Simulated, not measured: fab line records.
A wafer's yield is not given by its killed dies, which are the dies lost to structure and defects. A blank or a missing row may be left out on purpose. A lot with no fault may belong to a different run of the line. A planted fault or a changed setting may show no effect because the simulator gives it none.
fab line records	flow n5_finfet
record: lots: 5	wafers: 14	last_day: 18
route steps=1938 shown MOL_CONTACT_COAG@605 BEOL_M4@1111
lots untouched by any fault: they come from a run of this same line in which no faults occurred
start_h: hours from the record's opening day to when the first of the lot's shown wafers began	wait_h: time in hours since the lot's previous step	" same as the row above	L1.1+2: several wafers, shown together as one row	- no value present, or no start provided	* or withheld: withheld	< > ~ a bound
route shown NAME@n: names a module that has steps shown in the file, with the first one's number in the route	usual: mean and standard deviation over wafers with no fault	same: alike in all rows	chamber/n: place in a boat	sites: each site's reading	_std_site: standard deviation of those values	_edge_site: outer sites' mean less inner sites'	radius_mm: how far each site lies from the wafer's centre	mask NAME#n: copy n	behind: tool/chamber where the wafer was last shaped	hold: reason for holding the lot/hours on hold/outcome of the hold	device: whichever transistor did not switch (one of n, p or np)	end of line: tests run on the same wafers once the route is complete	step lacking rows: just its recipe	killed: count of dies lost to structure and defects at first sort (not the wafer's yield)	map: the dies of a wafer, with x for killed, . for not killed, _ for no die there
set.NAME: the setting that was run; set.NAME@STEP: the one run at that earlier step	model.NAME: the simulator's own value behind a step, which no gauge read
lots at some steps of the route; a table a step, a row a wafer
services: a tool's chamber out of use, with start hour (start_h, from the record's first day; less than 0 if before it), hours out, and reason
== steps ==
step: N5_MOL_CONTACT_COAG_DESCUM_45
recipe: chemistry: O2	time_s: 7	source_power_w: 50	bias_power_w: 20	pressure_mtorr: 20	rf_frequency_hz: 2.712e+07	temp_c: 40	resist: CAR-EUV	o2_flow_sccm: 225
step: N5_MOL_CONTACT_COAG_ETCH_65
recipe: chemistry: N2/H2	target: underlayer	target_depth_a: 130	mask_material: CAR-EUV	time_s: 10.4	ion_energy_ev: 200	pressure_mtorr: 30	source_w: 840	bias_w: 150	n2_flow_sccm: 200	h2_flow_sccm: 200	ends: cleared
usual: drypump_motor_current_A: 5.5/0.32	etch_rf_on_time_s: 10.32/0.15	oes_product_au: 0.69/0.068	rf_vpp_V: 524.9/1.9	showerhead_plenum_p_Torr: 2.58/0.065	throttle_valve_pct: 17.85/0.21
lot.wafer	tool	chamber	start_h	wait_h	drypump_motor_current_A	etch_rf_on_time_s	oes_product_au	rf_hours_counter_h	rf_vpp_V	showerhead_plenum_p_Torr	throttle_valve_pct
L969.1	rie_diel-01	0	112.72	0.0	5.3	10.20	0.77	38	528.4	2.70	17.58
L969.2	"	1	"	"	5.9	10.27	0.60	199	528.0	2.63	17.92
L969.3	"	2	"	"	6.1	10.31	0.78	25	527.8	2.70	17.55
L978.1	rie_diel-02	3	161.24	0.0	5.1	10.48	0.63	168	525.7	2.64	17.77
L978.5	"	1	"	"	4.7	10.25	0.71	-	524.8	2.57	18.01
L978.6	"	0	"	"	5.7	10.15	0.61	-	525.8	2.63	18.38
L980.1	rie_diel-04	3	182.17	0.0	5.6	10.11	0.73	52	525.2	2.58	17.78
L980.2	"	1	"	"	5.5	10.29	0.76	34	522.2	2.49	17.83
L980.3	"	2	"	"	5.4	10.06	0.74	68	525.0	2.58	17.87
L982.2	rie_diel-02	3	187.17	0.0	5.1	10.47	0.62	178	527.4	2.64	17.79
L982.6	"	3	"	"	5.1	10.39	0.63	-	526.5	2.64	17.78
L991.2	rie_diel-04	0	240.91	0.0	5.7	10.57	0.59	240	521.7	2.50	17.95
L991.4	"	3	"	"	5.6	10.29	0.71	72	524.5	2.57	17.82
L991.5	"	3	"	"	5.6	10.12	0.71	-	524.7	2.57	17.79
step: N5_MOL_CONTACT_COAG_ETCH_66
recipe: chemistry: CF4	target: SiARC	target_depth_a: 130	mask_material: CAR-EUV	time_s: 21.7	ion_energy_ev: 80	pressure_mtorr: 40	source_w: 545	bias_w: 36	Ar_flow_sccm: 100	cf4_flow_sccm: 100	ends: cleared
step: N5_MOL_CONTACT_COAG_ALD_133
recipe: material: SiO2	target_thk_a: 50	temp_c: 100	ald_precursor_family: BDEAS	ald_co_reactant: O2-plasma	pulse_time_s: 1	co_reactant_pulse_time_s: 1	purge_time_s: 2	co_reactant_purge_time_s: 2	ald_cycles: 35	pressure_torr: 2
usual: heater_power_w: 79/7	precursor_pulse_height_rel: 1.001/0.019
same: ald_cycles: 35	co_reactant_pulse_time_s: 1
lot.wafer	tool	chamber	start_h	wait_h	heater_power_w	precursor_pulse_height_rel
L969.1	ald_sin-03	3	112.82	0.1	73	1.004
L969.2	"	2	"	"	82	0.959
L969.3	"	1	"	"	75	1.008
L978.1	ald_sin-02	2	161.72	0.4	78	0.982
L978.5	"	2	"	"	80	1.017
L978.6	"	1	"	"	83	1.019
L980.1	ald_sin-02	1	182.27	0.1	82	0.979
L980.2	"	2	"	"	80	1.006
L980.3	"	0	"	"	83	1.020
L982.2	ald_sin-03	1	187.35	0.1	76	1.014
L982.6	"	3	"	"	74	1.009
L991.2	ald_sin-01	1	241.00	0.1	87	0.987
L991.4	"	3	"	"	86	0.986
L991.5	"	0	"	"	85	1.014
step: N5_MOL_CONTACT_COAG_ETCHBACK_134
recipe: chemistry: CHF3	target: SiO2	target_depth_a: 100	time_s: 6.7	ion_energy_ev: 200	pressure_mtorr: 30	source_w: 610	bias_w: 170	Ar_flow_sccm: 200	CHF3_flow_sccm: 50
usual: drypump_motor_current_A: 5.48/0.3	oes_product_au: 0.80/0.083	rf_vpp_V: 523/7.5	showerhead_plenum_p_Torr: 2.40/0.059	throttle_valve_pct: 18.73/0.17
lot.wafer	tool	chamber	start_h	wait_h	drypump_motor_current_A	oes_product_au	rf_hours_counter_h	rf_vpp_V	showerhead_plenum_p_Torr	throttle_valve_pct
L969.1	rie_diel-02	3	113.00	0.1	5.08	0.76	149	525	2.48	18.68
L969.2	"	2	"	"	5.49	0.75	155	535	2.38	18.59
L969.3	"	0	"	"	5.67	0.71	202	524	2.45	19.07
L978.1	rie_diel-04	3	161.90	0.1	5.60	0.86	44	520	2.42	18.70
L978.5	"	0	"	"	5.75	0.71	-	519	2.35	18.86
L978.6	"	1	"	"	5.39	0.90	-	513	2.33	18.60
L980.1	rie_diel-02	2	182.45	0.1	5.51	0.73	182	534	2.37	18.64
L980.2	"	0	"	"	5.67	0.69	223	524	2.44	19.09
L980.3	"	3	"	"	5.09	0.73	177	527	2.47	18.71
L982.2	rie_diel-04	3	187.52	0.1	5.63	0.86	53	520	2.42	18.73
L982.6	"	1	"	"	5.41	0.89	-	513	2.33	18.60
L991.2	rie_diel-02	2	241.19	0.1	5.50	0.71	201	532	2.36	18.70
L991.4	"	0	"	"	5.66	0.68	243	526	2.43	19.15
L991.5	"	3	"	"	5.08	0.72	-	527	2.46	18.74
step: N5_MOL_CONTACT_COAG_ETCH_67
recipe: chemistry: N2/H2	target: SOC	target_depth_a: 600	overetch_a: 210	mask_material: SiARC	temp_c: 40	time_s: 101.2	ion_energy_ev: 200	pressure_mtorr: 30	source_w: 840	bias_w: 150	n2_flow_sccm: 200	h2_flow_sccm: 200
usual: drypump_motor_current_A: 5.49/0.3	oes_product_au: 0.67/0.065	rf_vpp_V: 524.6/1.8	showerhead_plenum_p_Torr: 2.57/0.064	throttle_valve_pct: 17.82/0.2
lot.wafer	tool	chamber	start_h	wait_h	drypump_motor_current_A	oes_product_au	rf_hours_counter_h	rf_vpp_V	showerhead_plenum_p_Torr	throttle_valve_pct
L969.1	rie_diel-02	3	113.04	0.0	5.08	0.64	149	526.1	2.65	17.69
L969.2	"	2	"	"	5.49	0.63	155	524.2	2.53	17.67
L969.3	"	0	"	"	5.65	0.59	202	526.3	2.64	18.30
L978.1	rie_diel-04	3	161.93	0.0	5.63	0.73	44	524.9	2.58	17.73
L978.5	"	0	"	"	5.74	0.61	-	522.5	2.51	17.87
L978.6	"	1	"	"	5.40	0.75	-	523.4	2.49	17.80
L980.1	rie_diel-02	2	182.49	0.0	5.51	0.61	182	523.5	2.52	17.70
L980.2	"	0	"	"	5.69	0.59	223	526.0	2.63	18.34
L980.3	"	3	"	"	5.11	0.63	177	526.3	2.64	17.75
L982.2	rie_diel-04	3	187.56	0.0	5.61	0.70	53	525.0	2.58	17.74
L982.6	"	1	"	"	5.42	0.74	-	523.0	2.49	17.81
L991.2	rie_diel-02	2	241.22	0.0	5.51	0.60	201	524.6	2.51	17.74
L991.4	"	0	"	"	5.68	0.57	243	526.0	2.62	18.37
L991.5	"	3	"	"	5.09	0.61	-	526.6	2.63	17.78
step: N5_MOL_CONTACT_COAG_STRIP_68
recipe: chemistry: N2/H2	temp_c: 40	n2_flow_sccm: 200	h2_flow_sccm: 200	rf_frequency_hz: 6e+07
step: N5_MOL_CONTACT_COAG_STRIP_69
recipe: chemistry: N2/H2	temp_c: 40	n2_flow_sccm: 200	h2_flow_sccm: 200	rf_frequency_hz: 6e+07
step: N5_MOL_CONTACT_COAG_ETCHBACK_136
recipe: chemistry: CHF3	target: SiO2	target_depth_a: 250	time_s: 16.7	ion_energy_ev: 200	pressure_mtorr: 30	source_w: 610	bias_w: 170	Ar_flow_sccm: 200	CHF3_flow_sccm: 50
step: N5_MOL_CONTACT_COAG_STRIP_120
recipe: chemistry: CHF3	resist: SiARC	rf_frequency_hz: 6e+07
step: N5_MOL_CONTACT_COAG_VIA_ETCH_117
recipe: chemistry: C4F6/O2	target_depth_a: 400	overetch_a: 80	mask_material: SOC	target: SiO2	bias_w: 455	pressure_mtorr: 10	time_s: 26	source_w: 325	Ar_flow_sccm: 300	C4F6_flow_sccm: 10	O2_flow_sccm: 10	ion_energy_ev: 575.3	ends: end_point
step: N5_MOL_CONTACT_COAG_ETCH_124
recipe: chemistry: CH3F/O2	target: SiNx	target_depth_a: 65	mask_material: SOC	stop_on: SiOC	over_etch_frac: 0.3	ion_energy_ev: 120	pressure_mtorr: 30	source_w: 395	bias_w: 73	Ar_flow_sccm: 150	CH3F_flow_sccm: 30	O2_flow_sccm: 20	ends: end_point
usual: drypump_motor_current_A: 5.48/0.29	oes_product_au: 0.69/0.067	rf_vpp_V: 297/4.2	showerhead_plenum_p_Torr: 2.02/0.051	throttle_valve_pct: 16.32/0.18
lot.wafer	tool	chamber	start_h	wait_h	drypump_motor_current_A	oes_product_au	rf_hours_counter_h	rf_vpp_V	showerhead_plenum_p_Torr	throttle_valve_pct
L969.1	rie_diel-02	3	113.19	0.0	5.07	0.65	149	301	2.09	16.26
L969.2	"	2	"	"	5.48	0.64	155	302	2.00	16.23
L969.3	"	0	"	"	5.63	0.61	202	298	2.06	16.69
L978.1	rie_diel-04	3	162.08	0.0	5.57	0.74	44	296	2.04	16.27
L978.5	"	0	"	"	5.75	0.61	-	298	1.98	16.49
L978.6	"	1	"	"	5.38	0.76	-	294	1.96	16.18
L980.1	rie_diel-02	2	182.64	0.0	5.48	0.62	183	304	1.99	16.27
L980.2	"	0	"	"	5.63	0.59	223	298	2.05	16.71
L980.3	"	3	"	"	5.09	0.63	177	299	2.08	16.32
L982.2	rie_diel-04	3	187.71	0.0	5.59	0.73	53	295	2.03	16.28
L982.6	"	1	"	"	5.41	0.75	-	291	1.95	16.18
L991.2	rie_diel-02	2	241.37	0.0	5.49	0.61	201	304	1.98	16.31
L991.4	"	0	"	"	5.63	0.59	243	298	2.05	16.76
L991.5	"	3	"	"	5.08	0.62	-	298	2.07	16.35
step: N5_MOL_CONTACT_COAG_ETCH_48
recipe: chemistry: C4F6/O2	target_depth_a: 150	overetch_a: 45	mask_material: SOC	target: SiOC	bias_w: 465	pressure_mtorr: 10	time_s: 17	source_w: 335	Ar_flow_sccm: 300	C4F6_flow_sccm: 10	O2_flow_sccm: 10	ion_energy_ev: 576
usual: drypump_motor_current_A: 5.48/0.29	oes_product_au: 0.68/0.073	rf_vpp_V: 1586/21	showerhead_plenum_p_Torr: 2.87/0.07	throttle_valve_pct: 40.57/0.14
lot.wafer	tool	chamber	start_h	wait_h	drypump_motor_current_A	oes_product_au	rf_hours_counter_h	rf_vpp_V	showerhead_plenum_p_Torr	throttle_valve_pct	model.SOC_of_MOL_CONTACT_COAG_COAT_62.thk_nm
L969.1	rie_diel-02	3	113.23	0.0	5.11	0.62	149	1597	2.96	40.31	46
L969.2	"	2	"	"	5.48	0.64	155	1620	2.84	40.56	45.8
L969.3	"	0	"	"	5.67	0.56	202	1593	2.92	40.74	45.6
L978.1	rie_diel-04	3	162.12	0.0	5.60	0.70	44	1580	2.89	40.53	46
L978.5	"	0	"	"	5.72	0.58	-	1577	2.80	40.51	46.4
L978.6	"	1	"	"	5.40	0.70	-	1562	2.78	40.63	46
L980.1	rie_diel-02	2	182.68	0.0	5.50	0.63	183	1619	2.82	40.60	46.2
L980.2	"	0	"	"	5.69	0.61	223	1592	2.91	40.77	46
L980.3	"	3	"	"	5.08	0.65	177	1598	2.95	40.37	46.4
L982.2	rie_diel-04	3	187.75	0.0	5.63	0.73	53	1580	2.89	40.57	45.2
L982.6	"	1	"	"	5.42	0.76	-	1560	2.78	40.65	46
L991.2	rie_diel-02	2	241.41	0.0	5.50	0.61	201	1616	2.82	40.59	46.2
L991.4	"	0	"	"	5.70	0.61	243	1591	2.90	40.79	45.8
L991.5	"	3	"	"	5.08	0.63	-	1598	2.94	40.38	46.6
step: N5_MOL_CONTACT_COAG_STRIP_72
recipe: chemistry: N2/H2	power_w: 450	temp_c: 40	pressure_mtorr: 20	rf_frequency_hz: 6e+07	overash_fraction: 3	bias_power_w: 7	h2_frac: 0.5	n2_flow_sccm: 200	h2_flow_sccm: 200
step: N5_BEOL_M4_RC_MEAS_101
usual: DIBL_N: 36.2/1.2	DIBL_P: 36.3/1.3	IOFF_N: 0.155/0.019	IOFF_P: 0.210/0.029	ION_N: 677/8.6	ION_P: 465/6.8	SS_N: 71.4/0.48	SS_P: 73.2/0.53	VT_N: 249.9/2.4	VT_P: -250/3.2
lot.wafer	tool	chamber	start_h	wait_h	DIBL_N[mV/V]	DIBL_P[mV/V]	IOFF_N[nA/um]	IOFF_P[nA/um]	ION_N[uA/um]	ION_P[uA/um]	SS_N[mV/dec]	SS_P[mV/dec]	VT_N[mV]	VT_P[mV]
L969.1	prober-01	0	176.24	0.0	36.1	37.7	0.154	0.207	669	463	70.9	73.6	251.4	-251
L969.2	"	0	"	"	35.2	36.8	0.134	0.187	667	460	71.1	73.5	252.7	-256
L969.3	"	0	"	"	37.8	38.9	0.171	0.217	681	464	72.5	74.4	251.8	-252
L978.1	prober-01	0	244.92	0.0	39.0	38.6	0.199	0.271	688	471	72.1	73.6	247.0	-243
L978.5	"	0	"	"	35.3	34.6	0.131	0.211	679	472	71.0	72.2	253.8	-247
L978.6	"	0	"	"	35.7	35.3	0.140	0.217	674	466	71.4	72.3	250.8	-247
L980.1	prober-01	0	261.21	0.0	35.4	35.3	0.139	0.187	673	464	71.3	73.1	251.9	-252
L980.2	"	0	"	"	37.4	37.7	0.161	0.215	664	456	71.4	73.3	250.3	-250
L980.3	"	0	"	"	37.6	37.4	0.159	0.215	668	460	72.2	73.5	250.5	-250
L982.2	prober-02	0	273.99	0.2	35.4	37.3	0.158	0.225	674	462	71.5	74.0	251.2	-249
L982.6	"	0	"	"	35.7	37.1	0.155	0.215	681	468	71.5	73.6	251.6	-249
L991.2	prober-02	0	322.93	0.2	35.8	33.9	0.136	0.171	666	457	71.1	72.9	251.7	-254
L991.4	"	0	"	"	36.1	33.6	0.143	0.177	672	460	71.0	73.5	252.1	-252
L991.5	"	0	"	"	34.6	32.5	0.121	0.152	661	452	70.6	72.2	253.8	-256
== services ==
tool	chamber	start_h	hours	kind
rie_diel-04	-	89.16	0.4	repair
ald_sin-01	-	93.32	1.1	repair
ald_sin-02	0	99.25	-	clean
ald_sin-02	1	99.25	-	clean
ald_sin-02	2	99.25	-	clean
ald_sin-02	3	99.25	-	clean
ald_sin-03	-	100.64	0.4	repair
rie_diel-02	0	113.52	7.3	repair
rie_diel-01	1	136.85	10.3	repair
rie_diel-02	1	137.28	9.5	repair
rie_diel-04	3	144.66	14.2	repair
rie_diel-02	-	159.50	1.4	repair
ald_sin-01	-	177.28	1.1	repair
rie_diel-01	0	183.85	7.7	repair
rie_diel-02	3	195.74	3.8	repair
ald_sin-01	3	200.20	3.2	repair
rie_diel-04	1	207.48	14.3	repair
rie_diel-04	-	209.64	0.6	repair
rie_diel-04	0	217.81	6.3	repair
rie_diel-02	2	227.15	4.2	repair
ald_sin-01	2	237.46	3.8	repair
rie_diel-01	-	238.63	15.6	pm
== key ==
first_sign none at tools or gauges
model_effect: step: N5_MOL_CONTACT_COAG_ETCH_48	value: SOC_of_MOL_CONTACT_COAG_COAT_62.thk_nm	without: 45.4	struck: 46
met_at N5_MOL_CONTACT_COAG_ETCH_48
struck_wafers L982.6
onset_between 162.12 187.75
fault: kind: process_parameter_drift	tool: rie_diel-04	chamber: -	onset_h: 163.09	steps: N5_MOL_CONTACT_COAG_ETCH_48	channel: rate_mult	offset: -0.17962	shape: step	end_h: 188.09	scope: struck_wafers_only
